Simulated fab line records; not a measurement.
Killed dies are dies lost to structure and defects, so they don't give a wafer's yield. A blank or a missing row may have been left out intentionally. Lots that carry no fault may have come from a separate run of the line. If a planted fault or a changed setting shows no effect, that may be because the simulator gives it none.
Which tool was responsible? | flow nand harc | 24 lots with 72 wafers sampled at 3 steps, on a route of 1302 steps

WHAT THE GAUGES READ, wafer by wafer
NHARC_A_ONON_D2_THK_MEAS_24: measures by ellipsometry. Usual: thk nm reads 997 nm (standard deviation 9.5).
lot  | measured     | on            | thk nm (nm)    | flag
L074 | day 13 01:13 | film metro-01 | 1010 1010 1010 |
L075 | day 13 19:10 | film metro-01 | 996 995 996    |
L076 | day 13 19:09 | film metro-01 | 1003 1003 1003 |
L077 | day 14 11:01 | film metro-02 | 1014 1011 1011 |
L079 | day 14 11:10 | film metro-01 | 994 995 995    |
L078 | day 14 11:22 | film metro-02 | 995 992 993    |
L080 | day 15 12:39 | film metro-02 | 999 998 998    |
L081 | day 16 09:54 | film metro-01 | 987 989 989    |
L082 | day 16 04:03 | film metro-01 | 1003 1004 1005 |
L083 | day 16 09:55 | film metro-02 | 984 984 982    |
L084 | day 17 04:26 | film metro-02 | 989 990 990    |
L085 | day 17 19:42 | film metro-01 | 1005 1004 1004 |
L086 | day 18 08:22 | film metro-01 | 997 999 998    |
L087 | day 18 08:22 | film metro-02 | 994 993 995    |
L089 | day 19 03:16 | film metro-01 | 981 979 982    |
L088 | day 19 03:16 | film metro-02 | 1014 1013 1015 |
L090 | day 19 12:05 | film metro-01 | 989 990 990    |
L091 | day 20 01:18 | film metro-02 | 1002 1000 1003 |
L092 | day 20 01:17 | film metro-01 | 985 984 985    |
L093 | day 20 16:00 | film metro-02 | 998 995 998    |
L094 | day 21 04:42 | film metro-01 | 987 986 986    |
L095 | day 21 23:10 | film metro-02 | 1013 1012 1014 |
L096 | day 22 11:55 | film metro-01 | 1000 1002 1000 |
L097 | day 22 21:14 | film metro-01 | 987 986 986    |

TOOL THAT RAN EACH LOT (tool first, then ch and the chambers of the sampled wafers, then the start)
lot  | NHARC_A_CHANNEL_FILL_D1_ETCHBACK_19 | NHARC_A_CHANNEL_FILL_D1_CMP_10
L074 | rie si-03 ch 2,3, day 10 02:25      | cmp-03 ch 1,2, day 11 02:11
L075 | rie si-05 ch 0,1,3, day 10 20:53    | cmp-01 ch 0,2, day 11 21:12
L076 | rie si-04 ch 0,3, day 10 20:54      | cmp-03 ch 0,1,3, day 11 21:16
L077 | rie si-05 ch 0,2,3, day 11 03:59    | cmp-02 ch 0,1,2, day 12 03:11
L079 | rie si-04 ch 0,1, day 11 13:26      | cmp-03 ch 0,1,3, day 12 16:37
L078 | rie si-03 ch 0,1,2, day 11 13:29    | cmp-03 ch 1,2, day 12 12:44
L080 | rie si-03 ch 0,2,3, day 12 07:23    | cmp-01 ch 0,2,3, day 13 06:52
L081 | rie si-05 ch 0,1, day 13 03:38      | cmp-02 ch 0,2, day 14 09:50
L082 | rie si-03 ch 0,1,2, day 13 08:41    | cmp-03 ch 0,3, day 14 06:01
L083 | rie si-04 ch 0,1,2, day 13 08:42    | cmp-03 ch 0,2, day 14 09:50
L084 | rie si-04 ch 1,2, day 14 07:03      | cmp-02 ch 0,1,2, day 15 06:18
L085 | rie si-03 ch 0,1,3, day 14 19:50    | cmp-01 ch 1,2,3, day 15 21:28
L086 | rie si-05 ch 1,2, day 15 07:11      | cmp-03 ch 1,2, day 16 07:46
L087 | rie si-03 ch 0,1, day 15 11:10      | cmp-01 ch 0,1, day 16 07:47
L089 | rie si-03 ch 0,1,3, day 15 19:57    | cmp-01 ch 0,2,3, day 16 19:29
L088 | rie si-05 ch 2,3, day 15 19:58      | cmp-02 ch 0,3, day 16 19:31
L090 | rie si-05 ch 0,3, day 16 17:05      | cmp-03 ch 0,1,3, day 17 16:38
L091 | rie si-03 ch 1,3, day 17 02:21      | cmp-03 ch 0,1,2, day 18 02:04
L092 | rie si-04 ch 0,1,2, day 17 02:22    | cmp-02 ch 1,2,3, day 18 02:05
L093 | rie si-04 ch 1,2,3, day 17 15:26    | cmp-01 ch 0,2,3, day 18 14:37
L094 | rie si-03 ch 0,1,2, day 18 06:47    | cmp-01 ch 0,1,2, day 19 07:20
L095 | rie si-04 ch 0,1, day 18 18:55      | cmp-02 ch 0,3, day 19 18:31
L096 | rie si-04 ch 1,2, day 19 06:47      | cmp-01 ch 0,2,3, day 20 07:47
L097 | rie si-03 ch 0,1,2, day 19 15:04    | cmp-02 ch 2,3, day 20 14:46
- NHARC_A_CHANNEL_FILL_D1_ETCHBACK_19: etches the open film in HBr/Cl2, target depth 5 nm, time 1.7 s.
- NHARC_A_CHANNEL_FILL_D1_CMP_10: polishes, target thk 150 nm.

WHAT THE TOOLS THEMSELVES READ (means of the sampled wafers that have a number; where no wafer has one, the mark that the record gives instead)
NHARC_A_CHANNEL_FILL_D1_ETCHBACK_19. Usual: drypump motor current A 5.9 A, standard deviation 0.41; oes product au 0.998 a.u., standard deviation 0.01; throttle valve pct 26.406 %, standard deviation 0.0079.
lot  | tool      | drypump motor current A (A) | oes product au (a.u.) | throttle valve pct (%) | flag
L074 | rie si-03 | 6.2                         | 1.010                 | 26.413                 |
L075 | rie si-05 | 5.5                         | 1.006                 | 26.406                 |
L076 | rie si-04 | 5.7                         | 1.004                 | 26.401                 |
L077 | rie si-05 | 5.7                         | 1.000                 | 26.400                 |
L079 | rie si-04 | 5.5                         | 1.006                 | 26.409                 |
L078 | rie si-03 | 6.1                         | 0.990                 | 26.410                 |
L080 | rie si-03 | 6.1                         | 0.993                 | 26.398                 |
L081 | rie si-05 | 5.4                         | 0.990                 | 26.410                 |
L082 | rie si-03 | 6.1                         | 0.990                 | 26.401                 |
L083 | rie si-04 | 5.5                         | 1.004                 | 26.404                 |
L084 | rie si-04 | 5.6                         | 1.008                 | 26.408                 |
L085 | rie si-03 | 6.3                         | 0.991                 | 26.405                 |
L086 | rie si-05 | 5.6                         | 0.987                 | 26.406                 |
L087 | rie si-03 | 6.2                         | 0.989                 | 26.409                 |
L089 | rie si-03 | 6.3                         | 0.986                 | 26.412                 |
L088 | rie si-05 | 5.8                         | 0.990                 | 26.413                 |
L090 | rie si-05 | 5.6                         | 0.996                 | 26.408                 |
L091 | rie si-03 | 6.5                         | 0.992                 | 26.402                 |
L092 | rie si-04 | 5.5                         | 1.008                 | 26.398                 |
L093 | rie si-04 | 5.7                         | 1.001                 | 26.406                 |
L094 | rie si-03 | 6.1                         | 0.991                 | 26.411                 |
L095 | rie si-04 | 5.5                         | 1.004                 | 26.403                 |
L096 | rie si-04 | 5.5                         | 1.000                 | 26.412                 |
L097 | rie si-03 | 6.1                         | 0.994                 | 26.412                 |

NHARC_A_CHANNEL_FILL_D1_CMP_10. Usual: motor current A 11.6 A, standard deviation 0.85; slurry flow ml min 150.0, standard deviation 0.47; time to endpoint s 13.8 s, standard deviation 2.1.
lot  | tool   | motor current A (A) | slurry flow ml min | time to endpoint s (s) | flag
L074 | cmp-03 | 11.4                | 150.2              | 14.7                   |
L075 | cmp-01 | 10.6                | 150.5              | 15.6                   |
L076 | cmp-03 | 11.0                | 150.4              | 17.9                   |
L077 | cmp-02 | 12.3                | 150.2              | 13.0                   |
L079 | cmp-03 | 11.4                | 149.7              | 13.2                   |
L078 | cmp-03 | 11.1                | 150.3              | 13.5                   |
L080 | cmp-01 | 11.5                | 150.1              | 13.9                   |
L081 | cmp-02 | 12.1                | 150.5              | 14.8                   |
L082 | cmp-03 | 11.4                | 149.9              | 12.8                   |
L083 | cmp-03 | 11.7                | 150.0              | 13.6                   |
L084 | cmp-02 | 12.0                | 149.9              | 10.5                   |
L085 | cmp-01 | 11.0                | 150.6              | 15.8                   |
L086 | cmp-03 | 11.5                | 149.6              | 13.4                   |
L087 | cmp-01 | 12.9                | 150.2              | 13.3                   |
L089 | cmp-01 | 11.3                | 149.5              | 13.7                   |
L088 | cmp-02 | 12.2                | 150.0              | 15.4                   |
L090 | cmp-03 | 11.3                | 149.9              | 14.9                   |
L091 | cmp-03 | 11.6                | 150.1              | 14.8                   |
L092 | cmp-02 | 11.3                | 150.2              | 11.0                   |
L093 | cmp-01 | 11.7                | 150.0              | 13.5                   |
L094 | cmp-01 | 11.5                | 149.5              | 13.1                   |
L095 | cmp-02 | 12.7                | 149.2              | 14.5                   |
L096 | cmp-01 | 11.5                | 149.8              | 13.6                   |
L097 | cmp-02 | 11.9                | 150.2              | 16.1                   |

THE ANSWER, worked out from the rows above alone
Rule: take the mean of a lot's wafers that have a number; if it is more than 3 standard deviations from the usual mean, the lot is off. Also off: a lot with no number at a reading for which 4 or more lots have one. Any other lot the step has rows for is counted as sound. The gauges are gone through in route order, then the tools' own readings, and for those a lot's mean is taken as printed above. The first step at which some lot is off is used, and at that step the reading that is off furthest; a lot without a number counts as furthest.
Nothing can be told from this: no lot is off at any reading shown.

WHAT WAS PUT IN BY THE SIMULATOR
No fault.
